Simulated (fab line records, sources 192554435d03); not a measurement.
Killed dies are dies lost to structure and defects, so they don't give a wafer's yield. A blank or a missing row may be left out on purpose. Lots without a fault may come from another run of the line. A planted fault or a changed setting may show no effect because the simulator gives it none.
A struck lot beside a sound one | flow n5_finfet | 33 steps out of a route of 1938
Sound: wafers L115.2, L115.3, L115.6. Struck: wafers L126.2, L126.5, L126.6. The cause comes at the end.
At each step with rows: each side's tool, then ch and its chambers, then its first start. Under that, the readings that differ: sound wafers | struck wafers | difference of the means | sigmas: that difference in standard deviations of wafers without a fault.
alike: readings whose means differ by less than 2 such deviations, and words and numbers that are the same on both sides. not compared: withheld readings, readings that some wafer has no value for, bounds like >300 that may hide the same value, and numbers for which the record gives no deviation and whose values overlap.
The two part at a step that has a row with sigmas, a row that says differs or no value, or rows on one side only. Numbers that don't overlap but have no deviation are shown without sigmas and don't part them. A reading that every wafer of one side lacks parts them only if that side has two wafers or more.

first, 10 steps without rows for these wafers: N5_BEOL_M3_ETCH_41 (etches SiCN in CH3F/O2, target depth 29.9 nm, time 52.5 s); N5_BEOL_M3_STRIP_97 (strips in N2/H2, time 10 s); N5_BEOL_M3_HM_STRIP_39 (strips TiN in peroxide tin strip, target depth 25 nm, time 158 s); N5_BEOL_M3_SRD_40 (time 30 s); N5_BEOL_M3_PRECLEAN_42 (cleans in residue remover, time 60 s); N5_BEOL_M3_SRD_43 (time 30 s); N5_BEOL_M3_DEGAS_44 (time 60 s); N5_BEOL_M3_PRE_CLEAN_45 (time 30 s); N5_BEOL_M3_ALD_84 (deposits TaN, pulse time 2 s, purge time 3 s, co reactant purge time 2 s); N5_BEOL_M3_SURFACE_TREAT_85.
N5_BEOL_M3_CVD_47: deposits Co from CCTBA/H2, target thk 3 nm, time 223.8 s.
  sound on cvd_co-01 ch 0,2, day 8 11:12; struck on cvd_co-02 ch 0,1, day 11 06:55
  no value came back on the struck wafers for chamber_pressure_Torr (Torr), run_length_s (s); on the sound wafers chamber_pressure_Torr (Torr) reads 29.88 30.09 30.07
  not compared: since_wet_clean_h
then, 19 steps without rows for these wafers: N5_BEOL_M3_SPUTTER_48 (material Cu, target thk 4.5 nm, time 8.29 s); N5_BEOL_M3_ANNEAL_49 (time 240 s); N5_BEOL_M3_SPUTTER_79 (material Cu, target thk 4.5 nm, time 8.29 s); N5_BEOL_M3_ANNEAL_80 (time 240 s); N5_BEOL_M3_SPUTTER_81 (material Cu, target thk 4.5 nm, time 8.29 s); N5_BEOL_M3_ANNEAL_82 (time 240 s); N5_BEOL_M3_SPUTTER_86 (material Cu, target thk 4.5 nm, time 8.29 s); N5_BEOL_M3_ANNEAL_87 (time 240 s); N5_BEOL_M3_SPUTTER_88 (material Cu, target thk 4.5 nm, time 8.29 s); N5_BEOL_M3_ANNEAL_89 (time 240 s); N5_BEOL_M3_SPUTTER_90 (material Cu, target thk 4.5 nm, time 8.29 s); N5_BEOL_M3_ANNEAL_91 (time 240 s); N5_BEOL_M3_SPUTTER_92 (material Cu, target thk 4.5 nm, time 8.29 s); N5_BEOL_M3_ANNEAL_93 (time 240 s); N5_BEOL_M3_SPUTTER_94 (material Cu, target thk 4.5 nm, time 8.29 s); N5_BEOL_M3_ANNEAL_95 (time 240 s); N5_BEOL_M3_SPUTTER_96 (material Cu, target thk 4.5 nm, time 8.29 s); N5_BEOL_M3_ECD_50 (material Cu, target thk 300 nm); N5_BEOL_M3_ANNEAL_51 (time 90 s).
N5_BEOL_M3_CMP_52: polishes, stops on SiOC, t overpolish 6.8 s, target thk 40 nm.
  sound on cmp-02 ch 0,3, day 8 13:53; struck on cmp-02 ch 0,3, day 11 09:27
  reading                                | sound          | struck         | difference | sigmas
  barrier_field_endpoint_s (s)           | 24.3 26.0 24.6 | 20.4 20.9 20.5 | -4.4       | -7
  model.Cu_of_BEOL_M3_ECD_50.thk_nm (nm) | 39 40.4 39.8   | 40.8 40.6 42   | +1.4       |
  alike: clearing_platen_down_force_psi, motor_current_A
N5_BEOL_M4_RC_MEAS_101:
  the record has rows for the sound wafers here (prober-02 ch 0, day 9 01:12) and none for the struck ones
-- the record jumps here: 4 days lie between the struck wafers' starts before and after (it left off in module BEOL_M4 and takes up again in module PASSIVATION, whose first step shown is number 1936 of the route) --
N5_PASSIVATION_PROBE_49:
  sound on prober-01, day 13 05:29; struck on prober-02, day 15 15:37
  reading                  | sound          | struck         | difference | sigmas
  defect_limited_yield (%) | 91.6 91.7 92.6 | 0 0 0          | -92        | -71
  killed_at_M0_to_M3       | 46 40 37       | 1089 1118 1077 | +1054      | +96
  killed_at_M4_up          | 8 16 7         | 24 23 18       | +11        | +2
  killed_dies              | 99 98 87       | 1180 1180 1180 | +1085      | +72
  killed_on_rim            | 21 14 15       | 152 152 152    | +135       | +37
  sort_bin_5_function (%)  | 4.7 4.5 4.0    | 88.6 89.2 89.4 | +84.7      | +98
  sort_bin_6_memory (%)    | 3.1 3.6 3.1    | 11.3 10.6 10.5 | +7.5       | +12
  sort_n_pass              | 1081 1082 1093 | 0 0 0          | -1085      | -72
  sort_yield_pct (%)       | 91.6 91.7 92.6 | 0 0 0          | -92        | -71
  alike: killed_at_contacts, killed_at_front_end, killed_at_other, killed_open, killed_short

WHERE THEY PART
First at N5_BEOL_M3_CVD_47; last, within this record, at N5_PASSIVATION_PROBE_49.

WHY: what the simulator had put in
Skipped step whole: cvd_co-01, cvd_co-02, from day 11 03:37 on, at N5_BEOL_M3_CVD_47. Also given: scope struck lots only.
